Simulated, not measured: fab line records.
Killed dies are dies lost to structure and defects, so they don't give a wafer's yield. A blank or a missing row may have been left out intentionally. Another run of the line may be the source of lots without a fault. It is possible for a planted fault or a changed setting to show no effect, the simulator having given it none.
Which tool is to blame? || flow n5Finfet || 9 lots with 23 wafers sampled at 7 steps, on a route of 1938 steps

== WHAT EACH GAUGE READ, for each wafer ==
N5_BEOL_M4_RC_MEAS_101. Usual: DIBL_N 36.0 mV/V, standard deviation 2; DIBL_P 35.9 mV/V, standard deviation 2.5; IOFF_N 0.16 nA/um, standard deviation 0.038; IOFF_P 0.21 nA/um, standard deviation 0.04; ION_N 675 uA/um, standard deviation 14; ION_P 462 uA/um, standard deviation 9.4; SS_N 71.5 mV/dec, standard deviation 0.75; SS_P 73.2 mV/dec, standard deviation 0.74; VT_N 250 mV, standard deviation 3.9; VT_P -251 mV, standard deviation 3.2.
{"lot": "L253", "measured": "day 7 22:37", "on": "prober-01", "DIBL_N (mV/V)": "37.7 36.3", "DIBL_P (mV/V)": "35.8 33.6", "IOFF_N (nA/um)": "0.20 0.16", "IOFF_P (nA/um)": "0.20 0.16", "ION_N (uA/um)": "667 675", "ION_P (uA/um)": "455 452", "SS_N (mV/dec)": "72.2 71.1", "SS_P (mV/dec)": "72.8 72.4", "VT_N (mV)": "249 250", "VT_P (mV)": "-252 -255", "flag": ""}
{"lot": "L255", "measured": "day 8 10:36", "on": "prober-01", "DIBL_N (mV/V)": "40.0 32.6", "DIBL_P (mV/V)": "37.8 30.3", "IOFF_N (nA/um)": "0.23 0.12", "IOFF_P (nA/um)": "0.28 0.18", "ION_N (uA/um)": "690 679", "ION_P (uA/um)": "468 474", "SS_N (mV/dec)": "72.1 69.8", "SS_P (mV/dec)": "74.2 72.2", "VT_N (mV)": "242 249", "VT_P (mV)": "-246 -251", "flag": ""}
{"lot": "L258", "measured": "day 9 00:43", "on": "prober-02", "DIBL_N (mV/V)": "36.9 37.0 37.0", "DIBL_P (mV/V)": "37.7 39.5 38.4", "IOFF_N (nA/um)": "0.20 0.18 0.18", "IOFF_P (nA/um)": "0.25 0.28 0.26", "ION_N (uA/um)": "705 681 692", "ION_P (uA/um)": "478 474 479", "SS_N (mV/dec)": "71.5 71.4 71.2", "SS_P (mV/dec)": "73.2 74.4 73.7", "VT_N (mV)": "244 249 247", "VT_P (mV)": "-246 -249 -248", "flag": ""}
{"lot": "L260", "measured": "day 9 13:16", "on": "prober-01", "DIBL_N (mV/V)": "34.7 35.0 37.0", "DIBL_P (mV/V)": "33.1 34.7 35.0", "IOFF_N (nA/um)": "0.14 0.15 0.18", "IOFF_P (nA/um)": "0.18 0.20 0.20", "ION_N (uA/um)": "668 675 661", "ION_P (uA/um)": "461 464 456", "SS_N (mV/dec)": "71.0 71.1 73.0", "SS_P (mV/dec)": "72.9 73.1 73.8", "VT_N (mV)": "250 249 249", "VT_P (mV)": "-253 -250 -250", "flag": ""}
{"lot": "L263", "measured": "day 10 13:23", "on": "prober-02", "DIBL_N (mV/V)": "37.3 35.7 36.6", "DIBL_P (mV/V)": "37.4 36.2 37.1", "IOFF_N (nA/um)": "0.20 0.15 0.18", "IOFF_P (nA/um)": "0.21 0.21 0.20", "ION_N (uA/um)": "690 659 673", "ION_P (uA/um)": "468 460 457", "SS_N (mV/dec)": "71.9 71.7 71.1", "SS_P (mV/dec)": "73.3 73.8 72.8", "VT_N (mV)": "244 252 246", "VT_P (mV)": "-249 -251 -251", "flag": ""}
{"lot": "L266", "measured": "day 11 03:13", "on": "prober-01", "DIBL_N (mV/V)": "37.8 35.3 35.9", "DIBL_P (mV/V)": "37.0 34.3 37.3", "IOFF_N (nA/um)": "0.22 0.16 0.17", "IOFF_P (nA/um)": "0.23 0.19 0.24", "ION_N (uA/um)": "678 671 665", "ION_P (uA/um)": "454 457 459", "SS_N (mV/dec)": "72.3 72.3 71.3", "SS_P (mV/dec)": "73.3 72.9 73.5", "VT_N (mV)": "245 248 249", "VT_P (mV)": "-250 -249 -245", "flag": ""}
{"lot": "L273", "measured": "day 12 12:43", "on": "prober-01", "DIBL_N (mV/V)": "36.8 31.9 35.9", "DIBL_P (mV/V)": "37.8 32.6 36.6", "IOFF_N (nA/um)": "0.16 0.09 0.15", "IOFF_P (nA/um)": "0.21 0.15 0.20", "ION_N (uA/um)": "685 660 676", "ION_P (uA/um)": "465 463 468", "SS_N (mV/dec)": "71.4 70.5 71.2", "SS_P (mV/dec)": "73.6 71.4 72.9", "VT_N (mV)": "250 258 251", "VT_P (mV)": "-248 -256 -251", "flag": ""}
{"lot": "L274", "measured": "day 13 08:21", "on": "prober-01", "DIBL_N (mV/V)": "36.6 37.0", "DIBL_P (mV/V)": "36.4 37.0", "IOFF_N (nA/um)": "0.14 0.16", "IOFF_P (nA/um)": "0.22 0.24", "ION_N (uA/um)": "661 672", "ION_P (uA/um)": "458 466", "SS_N (mV/dec)": "71.7 71.4", "SS_P (mV/dec)": "73.2 73.7", "VT_N (mV)": "253 249", "VT_P (mV)": "-250 -249", "flag": ""}
{"lot": "L276", "measured": "day 13 23:28", "on": "prober-01", "DIBL_N (mV/V)": "38.3 39.1", "DIBL_P (mV/V)": "37.2 37.9", "IOFF_N (nA/um)": "0.19 0.21", "IOFF_P (nA/um)": "0.21 0.22", "ION_N (uA/um)": "689 679", "ION_P (uA/um)": "465 454", "SS_N (mV/dec)": "72.3 73.5", "SS_P (mV/dec)": "74.2 73.3", "VT_N (mV)": "249 246", "VT_P (mV)": "-253 -250", "flag": ""}

N5_BEOL_M6_OCD_MEAS_38. Usual: trenchDepthNm 94.6 nm, standard deviation 2.8.
{"lot": "L253", "measured": "day 8 16:45", "on": "ocd-01", "trenchDepthNm (nm)": "95.7 92.1", "flag": ""}
{"lot": "L255", "measured": "day 9 06:16", "on": "ocd-01", "trenchDepthNm (nm)": "94.0 92.8", "flag": ""}
{"lot": "L258", "measured": "day 9 17:28", "on": "ocd-01", "trenchDepthNm (nm)": "92.9 98.3 93.3", "flag": ""}
{"lot": "L260", "measured": "day 10 03:06", "on": "ocd-02", "trenchDepthNm (nm)": "92.2 91.3 89.1", "flag": ""}
{"lot": "L263", "measured": "day 11 06:11", "on": "ocd-01", "trenchDepthNm (nm)": "- - -", "flag": "OFF"}
{"lot": "L266", "measured": "day 11 23:44", "on": "ocd-01", "trenchDepthNm (nm)": "- - -", "flag": "OFF"}
{"lot": "L273", "measured": "day 13 07:41", "on": "ocd-02", "trenchDepthNm (nm)": "89.3 91.9 95.7", "flag": ""}
{"lot": "L274", "measured": "day 14 00:39", "on": "ocd-01", "trenchDepthNm (nm)": "96.6 96.0", "flag": ""}
{"lot": "L276", "measured": "day 14 18:46", "on": "ocd-02", "trenchDepthNm (nm)": "95.7 89.2", "flag": ""}

== EACH LOT AND THE TOOL THAT RAN IT (in order: tool; ch and the chambers of the sampled wafers; start) ==
{"lot": "L253", "N5_BEOL_M6_ILD_DEP_00": "pecvd-01 ch 0, day 8 11:48", "N5_BEOL_M6_PECVD_70": "pecvd-02 ch 2, day 8 13:52", "N5_BEOL_M6_STRIP_67": "rieDiel-04 ch 1,2, day 8 14:52", "N5_BEOL_M6_HM_OPEN_17": "rieMetal-01 ch 1, day 8 14:54", "N5_BEOL_M6_ETCH_66": "rieDiel-05 ch 0,1, day 8 16:25"}
{"lot": "L255", "N5_BEOL_M6_ILD_DEP_00": "pecvd-04 ch 1,2, day 9 02:56", "N5_BEOL_M6_PECVD_70": "pecvd-02 ch 0,1, day 9 03:33", "N5_BEOL_M6_STRIP_67": "rieDiel-03 ch 1,2, day 9 05:04", "N5_BEOL_M6_HM_OPEN_17": "rieMetal-01 ch 0,1, day 9 05:07", "N5_BEOL_M6_ETCH_66": "rieDiel-03 ch 2, day 9 05:55"}
{"lot": "L258", "N5_BEOL_M6_ILD_DEP_00": "pecvd-01 ch 0,1,2, day 9 13:40", "N5_BEOL_M6_PECVD_70": "pecvd-01 ch 0,2, day 9 14:17", "N5_BEOL_M6_STRIP_67": "rieDiel-05 ch 0,1,3, day 9 16:19", "N5_BEOL_M6_HM_OPEN_17": "rieMetal-01 ch 0, day 9 16:21", "N5_BEOL_M6_ETCH_66": "rieDiel-03 ch 1,2,3, day 9 17:07"}
{"lot": "L260", "N5_BEOL_M6_ILD_DEP_00": "pecvd-02 ch 0,2, day 10 00:30", "N5_BEOL_M6_PECVD_70": "pecvd-01 ch 0,1,2, day 10 01:07", "N5_BEOL_M6_STRIP_67": "rieDiel-04 ch 2,3, day 10 01:53", "N5_BEOL_M6_HM_OPEN_17": "rieMetal-03 ch 0,1, day 10 01:56", "N5_BEOL_M6_ETCH_66": "rieDiel-05 ch 0,2, day 10 02:46"}
{"lot": "L263", "N5_BEOL_M6_ILD_DEP_00": "pecvd-04 ch 0,2, day 11 00:38", "N5_BEOL_M6_PECVD_70": "pecvd-04 ch 0,1, day 11 01:15", "N5_BEOL_M6_STRIP_67": "rieDiel-03 ch 0,3, day 11 03:17", "N5_BEOL_M6_HM_OPEN_17": "rieMetal-01 ch 0,1, day 11 03:19", "N5_BEOL_M6_ETCH_66": "rieDiel-03 ch 0,2,3, day 11 05:50"}
{"lot": "L266", "N5_BEOL_M6_ILD_DEP_00": "pecvd-02 ch 0,2, day 11 15:50", "N5_BEOL_M6_PECVD_70": "pecvd-02 ch 0,2, day 11 16:27", "N5_BEOL_M6_STRIP_67": "rieDiel-04 ch 0,1,3, day 11 21:24", "N5_BEOL_M6_HM_OPEN_17": "rieMetal-01 ch 0,1, day 11 21:28", "N5_BEOL_M6_ETCH_66": "rieDiel-04 ch 2,3, day 11 23:23"}
{"lot": "L273", "N5_BEOL_M6_ILD_DEP_00": "pecvd-04 ch 1,2, day 13 04:32", "N5_BEOL_M6_PECVD_70": "pecvd-04 ch 0,1, day 13 05:09", "N5_BEOL_M6_STRIP_67": "rieDiel-03 ch 1,2,3, day 13 06:02", "N5_BEOL_M6_HM_OPEN_17": "rieMetal-03 ch 0, day 13 06:05", "N5_BEOL_M6_ETCH_66": "rieDiel-05 ch 1,2,3, day 13 07:20"}
{"lot": "L274", "N5_BEOL_M6_ILD_DEP_00": "pecvd-02 ch 0,2, day 13 19:52", "N5_BEOL_M6_PECVD_70": "pecvd-01 ch 1,2, day 13 20:29", "N5_BEOL_M6_STRIP_67": "rieDiel-05 ch 1,2, day 13 23:17", "N5_BEOL_M6_HM_OPEN_17": "rieMetal-01 ch 0,1, day 13 23:22", "N5_BEOL_M6_ETCH_66": "rieDiel-04 ch 0,1, day 14 00:20"}
{"lot": "L276", "N5_BEOL_M6_ILD_DEP_00": "pecvd-01 ch 0,1, day 14 11:16", "N5_BEOL_M6_PECVD_70": "pecvd-01 ch 0,2, day 14 11:53", "N5_BEOL_M6_STRIP_67": "rieDiel-04 ch 2,3, day 14 14:41", "N5_BEOL_M6_HM_OPEN_17": "rieMetal-01 ch 0, day 14 14:44", "N5_BEOL_M6_ETCH_66": "rieDiel-05 ch 1,2, day 14 18:25"}
- N5_BEOL_M6_ILD_DEP_00: deposits SiCOH lowk from DEMS/porogen, target thk 179.75 nm, time 33.4 s.
- N5_BEOL_M6_PECVD_70: deposits SiO2 from TEOS/O2, target thk 20 nm, time 22.7 s.
- N5_BEOL_M6_STRIP_67: strips in CF4.
- N5_BEOL_M6_HM_OPEN_17: chemistry Cl2/BCl3, target TiN, target depth 20 nm, overetch 6 nm.
- N5_BEOL_M6_ETCH_66: etches SOC in N2/H2, target depth 80 nm, overetch 16 nm, time 120 s.

== WHAT THE TOOLS THEMSELVES READ (means of the sampled wafers that have a number; where no wafer has one, the mark that the record gives instead) ==
N5_BEOL_M6_ILD_DEP_00. Usual: heaterPowerW 322 W, standard deviation 52; showerheadPlenumPTorr 5.745 Torr, standard deviation 0.013; throttleValvePct 14.4 %, standard deviation 0.67.
{"lot": "L253", "tool": "pecvd-01", "heaterPowerW (W)": 304, "showerheadPlenumPTorr (Torr)": 5.748, "throttleValvePct (%)": 14.4, "flag": ""}
{"lot": "L255", "tool": "pecvd-04", "heaterPowerW (W)": 312, "showerheadPlenumPTorr (Torr)": 5.763, "throttleValvePct (%)": 14.4, "flag": ""}
{"lot": "L258", "tool": "pecvd-01", "heaterPowerW (W)": 298, "showerheadPlenumPTorr (Torr)": 5.749, "throttleValvePct (%)": 14.4, "flag": ""}
{"lot": "L260", "tool": "pecvd-02", "heaterPowerW (W)": 382, "showerheadPlenumPTorr (Torr)": 5.733, "throttleValvePct (%)": 14.1, "flag": ""}
{"lot": "L263", "tool": "pecvd-04", "heaterPowerW (W)": 310, "showerheadPlenumPTorr (Torr)": 5.746, "throttleValvePct (%)": 14.5, "flag": ""}
{"lot": "L266", "tool": "pecvd-02", "heaterPowerW (W)": 410, "showerheadPlenumPTorr (Torr)": 5.747, "throttleValvePct (%)": 14.3, "flag": ""}
{"lot": "L273", "tool": "pecvd-04", "heaterPowerW (W)": 289, "showerheadPlenumPTorr (Torr)": 5.754, "throttleValvePct (%)": 13.5, "flag": ""}
{"lot": "L274", "tool": "pecvd-02", "heaterPowerW (W)": 395, "showerheadPlenumPTorr (Torr)": 5.732, "throttleValvePct (%)": 14.4, "flag": ""}
{"lot": "L276", "tool": "pecvd-01", "heaterPowerW (W)": 310, "showerheadPlenumPTorr (Torr)": 5.752, "throttleValvePct (%)": 14.9, "flag": ""}

N5_BEOL_M6_PECVD_70. Usual: heaterPowerW 741 W, standard deviation 70; showerheadPlenumPTorr 8.81 Torr, standard deviation 0.049; throttleValvePct 23.0 %, standard deviation 1.1.
{"lot": "L253", "tool": "pecvd-02", "heaterPowerW (W)": 770, "showerheadPlenumPTorr (Torr)": 8.71, "throttleValvePct (%)": 21.9, "flag": ""}
{"lot": "L255", "tool": "pecvd-02", "heaterPowerW (W)": 711, "showerheadPlenumPTorr (Torr)": 8.79, "throttleValvePct (%)": 23.6, "flag": ""}
{"lot": "L258", "tool": "pecvd-01", "heaterPowerW (W)": 761, "showerheadPlenumPTorr (Torr)": 8.81, "throttleValvePct (%)": 22.0, "flag": ""}
{"lot": "L260", "tool": "pecvd-01", "heaterPowerW (W)": 751, "showerheadPlenumPTorr (Torr)": 8.81, "throttleValvePct (%)": 23.1, "flag": ""}
{"lot": "L263", "tool": "pecvd-04", "heaterPowerW (W)": 725, "showerheadPlenumPTorr (Torr)": 8.77, "throttleValvePct (%)": 23.1, "flag": ""}
{"lot": "L266", "tool": "pecvd-02", "heaterPowerW (W)": 759, "showerheadPlenumPTorr (Torr)": 8.76, "throttleValvePct (%)": 22.4, "flag": ""}
{"lot": "L273", "tool": "pecvd-04", "heaterPowerW (W)": 738, "showerheadPlenumPTorr (Torr)": 8.79, "throttleValvePct (%)": 23.5, "flag": ""}
{"lot": "L274", "tool": "pecvd-01", "heaterPowerW (W)": 709, "showerheadPlenumPTorr (Torr)": 8.84, "throttleValvePct (%)": 22.9, "flag": ""}
{"lot": "L276", "tool": "pecvd-01", "heaterPowerW (W)": 730, "showerheadPlenumPTorr (Torr)": 8.82, "throttleValvePct (%)": 22.3, "flag": ""}

N5_BEOL_M6_STRIP_67. Usual: biasPowerW 75.02 W, standard deviation 0.21; cf4FlowSccm 150.0 sccm, standard deviation 0.46; drypumpMotorCurrentA 5.6 A, standard deviation 0.42; oesProductAu 0.81 a.u., standard deviation 0.09; powerW 300.0 W, standard deviation 0.88; rfVppV 271.1 V, standard deviation 1.3; showerheadPlenumPTorr 1.79 Torr, standard deviation 0.039; throttleValvePct 13.60 %, standard deviation 0.22.
{"lot": "L253", "tool": "rieDiel-04", "biasPowerW (W)": 74.91, "cf4FlowSccm (sccm)": 149.9, "drypumpMotorCurrentA (A)": 5.4, "oesProductAu (a.u.)": 0.87, "powerW (W)": 300.4, "rfVppV (V)": 270.1, "showerheadPlenumPTorr (Torr)": 1.75, "throttleValvePct (%)": 13.55, "flag": ""}
{"lot": "L255", "tool": "rieDiel-03", "biasPowerW (W)": 75.04, "cf4FlowSccm (sccm)": 150.3, "drypumpMotorCurrentA (A)": 5.8, "oesProductAu (a.u.)": 0.76, "powerW (W)": 299.9, "rfVppV (V)": 273.2, "showerheadPlenumPTorr (Torr)": 1.83, "throttleValvePct (%)": 13.77, "flag": ""}
{"lot": "L258", "tool": "rieDiel-05", "biasPowerW (W)": 75.12, "cf4FlowSccm (sccm)": 150.3, "drypumpMotorCurrentA (A)": 5.7, "oesProductAu (a.u.)": 0.77, "powerW (W)": 300.7, "rfVppV (V)": 270.8, "showerheadPlenumPTorr (Torr)": 1.78, "throttleValvePct (%)": 13.75, "flag": ""}
{"lot": "L260", "tool": "rieDiel-04", "biasPowerW (W)": 75.38, "cf4FlowSccm (sccm)": 149.8, "drypumpMotorCurrentA (A)": 5.8, "oesProductAu (a.u.)": 0.82, "powerW (W)": 299.5, "rfVppV (V)": 270.5, "showerheadPlenumPTorr (Torr)": 1.76, "throttleValvePct (%)": 13.55, "flag": ""}
{"lot": "L263", "tool": "rieDiel-03", "biasPowerW (W)": "-", "cf4FlowSccm (sccm)": "-", "drypumpMotorCurrentA (A)": "-", "oesProductAu (a.u.)": "-", "powerW (W)": "-", "rfVppV (V)": "-", "showerheadPlenumPTorr (Torr)": "-", "throttleValvePct (%)": "-", "flag": "OFF"}
{"lot": "L266", "tool": "rieDiel-04", "biasPowerW (W)": "-", "cf4FlowSccm (sccm)": "-", "drypumpMotorCurrentA (A)": "-", "oesProductAu (a.u.)": "-", "powerW (W)": "-", "rfVppV (V)": "-", "showerheadPlenumPTorr (Torr)": "-", "throttleValvePct (%)": "-", "flag": "OFF"}
{"lot": "L273", "tool": "rieDiel-03", "biasPowerW (W)": 74.98, "cf4FlowSccm (sccm)": 150.3, "drypumpMotorCurrentA (A)": 5.7, "oesProductAu (a.u.)": 0.84, "powerW (W)": 299.7, "rfVppV (V)": 272.7, "showerheadPlenumPTorr (Torr)": 1.81, "throttleValvePct (%)": 13.54, "flag": ""}
{"lot": "L274", "tool": "rieDiel-05", "biasPowerW (W)": 75.05, "cf4FlowSccm (sccm)": 150.1, "drypumpMotorCurrentA (A)": 5.3, "oesProductAu (a.u.)": 0.78, "powerW (W)": 299.9, "rfVppV (V)": 270.1, "showerheadPlenumPTorr (Torr)": 1.79, "throttleValvePct (%)": 13.56, "flag": ""}
{"lot": "L276", "tool": "rieDiel-04", "biasPowerW (W)": 75.15, "cf4FlowSccm (sccm)": 150.6, "drypumpMotorCurrentA (A)": 5.9, "oesProductAu (a.u.)": 0.86, "powerW (W)": 300.6, "rfVppV (V)": 269.5, "showerheadPlenumPTorr (Torr)": 1.77, "throttleValvePct (%)": 13.38, "flag": ""}

N5_BEOL_M6_HM_OPEN_17. Usual: drypumpMotorCurrentA 5.6 A, standard deviation 0.66; oesProductAu 0.65 a.u., standard deviation 0.087; throttleValvePct 22.1 %, standard deviation 0.34.
{"lot": "L253", "tool": "rieMetal-01", "drypumpMotorCurrentA (A)": 6.6, "oesProductAu (a.u.)": 0.77, "throttleValvePct (%)": 21.9, "flag": ""}
{"lot": "L255", "tool": "rieMetal-01", "drypumpMotorCurrentA (A)": 5.8, "oesProductAu (a.u.)": 0.66, "throttleValvePct (%)": 22.2, "flag": ""}
{"lot": "L258", "tool": "rieMetal-01", "drypumpMotorCurrentA (A)": 5.0, "oesProductAu (a.u.)": 0.56, "throttleValvePct (%)": 22.6, "flag": ""}
{"lot": "L260", "tool": "rieMetal-03", "drypumpMotorCurrentA (A)": 5.8, "oesProductAu (a.u.)": 0.73, "throttleValvePct (%)": 21.8, "flag": ""}
{"lot": "L263", "tool": "rieMetal-01", "drypumpMotorCurrentA (A)": 6.1, "oesProductAu (a.u.)": 0.68, "throttleValvePct (%)": 22.1, "flag": ""}
{"lot": "L266", "tool": "rieMetal-01", "drypumpMotorCurrentA (A)": 5.5, "oesProductAu (a.u.)": 0.61, "throttleValvePct (%)": 22.4, "flag": ""}
{"lot": "L273", "tool": "rieMetal-03", "drypumpMotorCurrentA (A)": 5.9, "oesProductAu (a.u.)": 0.68, "throttleValvePct (%)": 21.7, "flag": ""}
{"lot": "L274", "tool": "rieMetal-01", "drypumpMotorCurrentA (A)": 5.8, "oesProductAu (a.u.)": 0.62, "throttleValvePct (%)": 22.2, "flag": ""}
{"lot": "L276", "tool": "rieMetal-01", "drypumpMotorCurrentA (A)": 5.1, "oesProductAu (a.u.)": 0.54, "throttleValvePct (%)": 22.6, "flag": ""}

N5_BEOL_M6_ETCH_66. Usual: drypumpMotorCurrentA 5.6 A, standard deviation 0.43; oesProductAu 0.62 a.u., standard deviation 0.064; rfVppV 523.7 V, standard deviation 1.8; showerheadPlenumPTorr 2.54 Torr, standard deviation 0.059; tempC 39.99 C, standard deviation 0.11; throttleValvePct 17.92 %, standard deviation 0.23.
{"lot": "L253", "tool": "rieDiel-05", "drypumpMotorCurrentA (A)": 5.7, "oesProductAu (a.u.)": 0.62, "rfVppV (V)": 523.3, "showerheadPlenumPTorr (Torr)": 2.53, "tempC (C)": 40.09, "throttleValvePct (%)": 17.98, "flag": ""}
{"lot": "L255", "tool": "rieDiel-03", "drypumpMotorCurrentA (A)": 5.4, "oesProductAu (a.u.)": 0.54, "rfVppV (V)": 524.8, "showerheadPlenumPTorr (Torr)": 2.60, "tempC (C)": 40.00, "throttleValvePct (%)": 18.04, "flag": ""}
{"lot": "L258", "tool": "rieDiel-03", "drypumpMotorCurrentA (A)": 5.8, "oesProductAu (a.u.)": 0.61, "rfVppV (V)": 524.9, "showerheadPlenumPTorr (Torr)": 2.59, "tempC (C)": 39.87, "throttleValvePct (%)": 17.94, "flag": ""}
{"lot": "L260", "tool": "rieDiel-05", "drypumpMotorCurrentA (A)": 5.8, "oesProductAu (a.u.)": 0.55, "rfVppV (V)": 521.9, "showerheadPlenumPTorr (Torr)": 2.47, "tempC (C)": 40.02, "throttleValvePct (%)": 17.93, "flag": ""}
{"lot": "L263", "tool": "rieDiel-03", "drypumpMotorCurrentA (A)": 5.6, "oesProductAu (a.u.)": 0.93, "rfVppV (V)": 524.3, "showerheadPlenumPTorr (Torr)": 2.56, "tempC (C)": 39.93, "throttleValvePct (%)": 17.71, "flag": "OFF"}
{"lot": "L266", "tool": "rieDiel-04", "drypumpMotorCurrentA (A)": 5.8, "oesProductAu (a.u.)": 0.92, "rfVppV (V)": 524.4, "showerheadPlenumPTorr (Torr)": 2.53, "tempC (C)": 40.03, "throttleValvePct (%)": 17.94, "flag": "OFF"}
{"lot": "L273", "tool": "rieDiel-05", "drypumpMotorCurrentA (A)": 5.5, "oesProductAu (a.u.)": 0.58, "rfVppV (V)": 524.2, "showerheadPlenumPTorr (Torr)": 2.56, "tempC (C)": 40.03, "throttleValvePct (%)": 18.13, "flag": ""}
{"lot": "L274", "tool": "rieDiel-04", "drypumpMotorCurrentA (A)": 5.0, "oesProductAu (a.u.)": 0.61, "rfVppV (V)": 522.0, "showerheadPlenumPTorr (Torr)": 2.50, "tempC (C)": 39.93, "throttleValvePct (%)": 17.85, "flag": ""}
{"lot": "L276", "tool": "rieDiel-05", "drypumpMotorCurrentA (A)": 5.3, "oesProductAu (a.u.)": 0.59, "rfVppV (V)": 524.5, "showerheadPlenumPTorr (Torr)": 2.58, "tempC (C)": 39.88, "throttleValvePct (%)": 18.16, "flag": ""}

== THE ANSWER, worked out from the rows above alone ==
Rule: take the mean of a lot's wafers that have a number; if it is more than 3 standard deviations from the usual mean, the lot is off. A lot without any number at a reading at which 4 lots or more have one is off too. Where the step has rows for the other lots, those lots are counted as sound. The gauges are gone through in route order, then the tools' own readings, and for those a lot's mean is taken as printed above. The first step at which some lot is off is used, and at that step the reading that is off furthest; a lot without a number counts as furthest.
Off: L263, L266, at N5_BEOL_M6_OCD_MEAS_38 (trenchDepthNm). Without a number there: L263, L266.
If a tool, at a process step before that reading, ran all the lots that are off and no sound lot after the first of them, it fits. Not tried: the gauges at N5_BEOL_M6_OCD_MEAS_38; whatever is off there is also off at N5_BEOL_M6_STRIP_67, on other tools, and gauge error can't account for it. Of those tried, none fits.

== WHAT WAS PUT IN BY THE SIMULATOR ==
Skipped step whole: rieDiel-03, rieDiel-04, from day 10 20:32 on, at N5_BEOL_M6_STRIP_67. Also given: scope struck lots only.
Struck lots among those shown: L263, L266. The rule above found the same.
